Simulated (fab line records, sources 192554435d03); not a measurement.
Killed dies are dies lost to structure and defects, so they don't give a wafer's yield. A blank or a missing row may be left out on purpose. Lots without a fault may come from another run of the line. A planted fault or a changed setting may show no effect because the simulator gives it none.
Split-lot experiment | flow n5_finfet | 7 lots, 21 wafers read, on a route of 1938 steps

THE SPLIT
At N5_BEOL_M1_EXPOSE_25 (exposes mask V0, defocus 5 nm, target cd 24 nm), the setting dose_mj was moved away from the recipe's 63 on 6 of the 21 wafers read, by +2.0% to +4.9%. The other wafers ran this setting at the recipe's value.

FROM THE SPLIT TO THE READING: what the file shows between them, 2 steps
- N5_BEOL_M1_PEB_26: peb time 60 s
- N5_BEOL_M1_DEVELOP_27: develop time 30 s

THE READING
cd_nm, in nm, at N5_BEOL_M1_CD_MEAS_28 (target cd y 23.3 nm). Fault-free wafers of this fab line usually give 24.02 nm, standard deviation 0.29 nm.

wafer  | tool, chamber at the split | dose_mj as run | against the recipe | cd_nm, nm | against lot-mates on the recipe
L077.4 | euv_scanner-01, 0          | 63             | recipe             | 23.46     | -
L077.5 | euv_scanner-01, 0          | 63             | recipe             | 23.59     | -
L077.6 | euv_scanner-01, 0          | 63             | recipe             | 23.21     | -
L084.1 | euv_scanner-02, 0          | 63             | recipe             | 24.28     | -
L084.5 | euv_scanner-02, 0          | 63             | recipe             | 23.79     | -
L084.6 | euv_scanner-02, 0          | 65.56          | +4.1%              | 24.97     | +0.93
L085.1 | euv_scanner-01, 0          | 66.09          | +4.9%              | 24.87     | +1.37
L085.3 | euv_scanner-01, 0          | 63             | recipe             | 23.50     | -
L085.6 | euv_scanner-01, 0          | 66.09          | +4.9%              | 24.70     | +1.20
L087.1 | euv_scanner-02, 0          | 63             | recipe             | 24.17     | -
L087.3 | euv_scanner-02, 0          | 63             | recipe             | 23.81     | -
L087.5 | euv_scanner-02, 0          | 63             | recipe             | 24.00     | -
L090.1 | euv_scanner-02, 0          | 63             | recipe             | 23.95     | -
L090.2 | euv_scanner-02, 0          | 63             | recipe             | 23.96     | -
L090.3 | euv_scanner-02, 0          | 63             | recipe             | 23.78     | -
L091.1 | euv_scanner-02, 0          | 63             | recipe             | 23.68     | -
L091.2 | euv_scanner-02, 0          | 65.71          | +4.3%              | 24.87     | +0.96
L091.4 | euv_scanner-02, 0          | 63             | recipe             | 24.14     | -
L093.2 | euv_scanner-01, 0          | 64.27          | +2.0%              | 24.54     | +0.61
L093.3 | euv_scanner-01, 0          | 63             | recipe             | 23.93     | -
L093.4 | euv_scanner-01, 0          | 64.27          | +2.0%              | 24.22     | +0.29

THE FIT
A straight line over all 21 wafers: cd_nm changes by +0.227 nm for each +1% of dose_mj; r = +0.85; the points scatter about the line by 0.27 nm.
The same after taking each lot's own level away (the mean of its wafers on the recipe; 21 wafers): +0.246 nm for each +1%; r = +0.95; scatter 0.16 nm.
On that fit, the largest move of dose_mj shifts the reading by 1.2 nm.
The lots' own levels span 23.420 to 24.035 nm, that is 2.1 times the standard deviation above.
So the lot-to-lot level changes the slope little: the two slopes agree.
Check: with one of the wafers moved furthest among these (+4.9%) left out of the fit, the line predicts +1.14 nm for it against its lot-mates. It came out at +1.37 nm against them.

OTHER SPLITS ON THESE WAFERS
These wafers also went through other splits before the reading. Each is held against what the fit with the lots' levels taken away leaves over:
other split on the same wafers          | wafers away from the commonest value | r with cd_nm (lot level and that fit taken away)
N5_SDB_COAT_05 spin_rpm                 | 6                                    | -0.12
N5_HKMG_FIN_COAT_29 spin_rpm            | 8                                    | +0.29
N5_GATE_CUT_COAT_27 spin_rpm            | 11                                   | +0.02
N5_MOL_CONTACT_COAG_SPUTTER_130 power_w | 10                                   | -0.07
N5_MOL_CONTACT_COAG_COAT_64 spin_rpm    | 7                                    | +0.10
N5_BEOL_M0_SAQP_EXPOSE_11 dose_mj       | 5                                    | +0.05
N5_BEOL_M0_SAQP_MANDREL_ETCH_20 icp_w   | 12                                   | -0.09
N5_BEOL_M0_CUTY_EXPOSE_54 dose_mj       | 5                                    | -0.11

THE FILE'S OWN FIT
cd_nm changes by +0.24 nm for each +1% of dose_mj, r = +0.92.
